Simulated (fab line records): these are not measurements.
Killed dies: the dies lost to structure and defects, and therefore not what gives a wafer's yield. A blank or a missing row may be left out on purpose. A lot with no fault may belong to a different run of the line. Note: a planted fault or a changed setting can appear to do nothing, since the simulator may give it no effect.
A struck lot beside a sound one | flow n5 finfet | 34 out of 1938 route steps
Sound: these wafers, L287.2, L287.4, L287.5. The struck wafers were L278.2, L278.4. The cause is named last.
Order at every step that has rows: each side's tool, ch and its chambers, its first start. Under that, the readings that differ: sound wafers | struck wafers | difference of the means | sigmas: that difference in standard deviations of wafers without a fault.
alike: readings with means less than 2 such deviations apart, plus words and numbers identical on both sides. not compared: withheld readings, readings lacking a value on some wafer, bounds such as >300 that could conceal the same value, and numbers that have no deviation in the record and whose values overlap.
Wherever a step has rows on one side only, a row that says differs or no value, or a row with sigmas, the two part there. Numbers that don't overlap but have no deviation are shown without sigmas and don't part them. Lack of a reading on every wafer of one side parts them only where that side has two or more wafers.

first, 11 steps without rows for these wafers: N5_MOL_CONTACT_COAG_WET_ETCH_116 (etches the open film in SC1-inhibited, target depth 4.6 nm, rinse time 30 s); N5_MOL_CONTACT_COAG_ALD_27 (deposits SiOC, target thk 17 nm, pulse time 1.5 s, time 2720 s); N5_MOL_CONTACT_COAG_CMP_28 (polishes, stops on SiNx, t overpolish 0.85 s, target thk 14.522 nm); N5_MOL_CONTACT_COAG_ALD_123 (deposits SiNx, target thk 5 nm, pulse time 1 s, purge time 2 s); N5_MOL_CONTACT_COAG_PECVD_31 (deposits SiO2 from TEOS/O2, target thk 46 nm, time 8.9 s); N5_MOL_CONTACT_COAG_COAT_75 (time 60 s, resist thk 60 nm); N5_MOL_CONTACT_COAG_COAT_76 (time 60 s, resist thk 10 nm); N5_MOL_CONTACT_COAG_COAT_77 (time 60 s, resist thk 10 nm); N5_MOL_CONTACT_COAG_COAT_78 (resist thk 40 nm); N5_MOL_CONTACT_COAG_EBR_80; N5_MOL_CONTACT_COAG_SOFTBAKE_79 (time 60 s).
N5_MOL_CONTACT_COAG_EXPOSE_81: exposes mask VG, defocus 0 nm.
  sound on euv scanner-02 ch 0, day 10 23:32; struck on euv scanner-01 ch 0, day 8 12:26
  alike: mask
then, 2 steps without rows for these wafers: N5_MOL_CONTACT_COAG_PEB_82 (peb time 60 s); N5_MOL_CONTACT_COAG_DEVELOP_83 (develop time 30 s).
N5_MOL_CONTACT_COAG_CD_MEAS_84: the cd target is 25.1 nm.
  sound on cd sem-01 ch 0, day 10 23:40; struck on cd sem-03 ch 0, day 8 12:34
  reading    | sound             | struck      | difference | sigmas
  cd nm (nm) | 25.20 24.98 25.14 | 21.91 21.87 | -3.22      | -15
then, 16 steps without rows for these wafers: N5_MOL_CONTACT_COAG_DESCUM_88 (chemistry O2, time 7 s); N5_MOL_CONTACT_COAG_ETCH_89 (etches underlayer in N2/H2, target depth 13 nm, time 10.4 s); N5_MOL_CONTACT_COAG_ETCH_90 (etches SiARC in CF4, target depth 13 nm, time 21.7 s); N5_MOL_CONTACT_COAG_ALD_131 (deposits SiO2, target thk 5 nm, pulse time 1 s, co reactant pulse time 1 s); N5_MOL_CONTACT_COAG_ETCHBACK_132 (etches SiO2 in CHF3, target depth 10 nm, time 6.7 s); N5_MOL_CONTACT_COAG_ETCH_91 (etches SOC in N2/H2, target depth 60 nm, overetch 21 nm, time 101.2 s); N5_MOL_CONTACT_COAG_STRIP_92 (strips in N2/H2); N5_MOL_CONTACT_COAG_STRIP_93 (strips in N2/H2); N5_MOL_CONTACT_COAG_ETCHBACK_135 (etches SiO2 in CHF3, target depth 25 nm, time 16.7 s); N5_MOL_CONTACT_COAG_STRIP_118 (strips in CHF3); N5_MOL_CONTACT_COAG_VIA_ETCH_46 (etches SiO2 in C4F6/O2, target depth 46 nm, overetch 9.2 nm, time 40 s); N5_MOL_CONTACT_COAG_STRIP_96 (strips in N2/H2); N5_MOL_CONTACT_COAG_ETCH_47 (etches SiNx in CH3F/O2, stops on W, target depth 27 nm); N5_MOL_CONTACT_COAG_STRIP_119 (strips in N2/H2, time 30 s); N5_MOL_CONTACT_COAG_PRECLEAN_144 (cleans in alkaline clean, time 60 s); N5_MOL_CONTACT_COAG_SRD_145 (time 30 s).
N5_MOL_CONTACT_COAG_CD_MEAS_137: the cd target is 16 nm.
  sound on cd sem-01, day 11 00:40; struck on cd sem-02, day 8 13:52
  reading    | sound          | struck    | difference | sigmas
  cd nm (nm) | 15.9 16.6 15.5 | 13.1 12.9 | -3.0       | -8
then, 1 step without rows for these wafers: N5_MOL_CONTACT_COAG_COAT_62 (time 60 s, resist thk 60 nm).
-- a jump in the record: the struck wafers' starts before and after are 9 days apart (it breaks off in module MOL_CONTACT_COAG and resumes in module PASSIVATION, where the first step shown is number 1936 of the route) --
N5_PASSIVATION_PROBE_49:
  the record has rows for the struck wafers here (prober-02, day 17 23:11) and none for the sound ones

== WHERE THEY PART ==
Earliest at N5_MOL_CONTACT_COAG_CD_MEAS_84; latest, in this record, at N5_PASSIVATION_PROBE_49.

WHY: what the simulator had put in
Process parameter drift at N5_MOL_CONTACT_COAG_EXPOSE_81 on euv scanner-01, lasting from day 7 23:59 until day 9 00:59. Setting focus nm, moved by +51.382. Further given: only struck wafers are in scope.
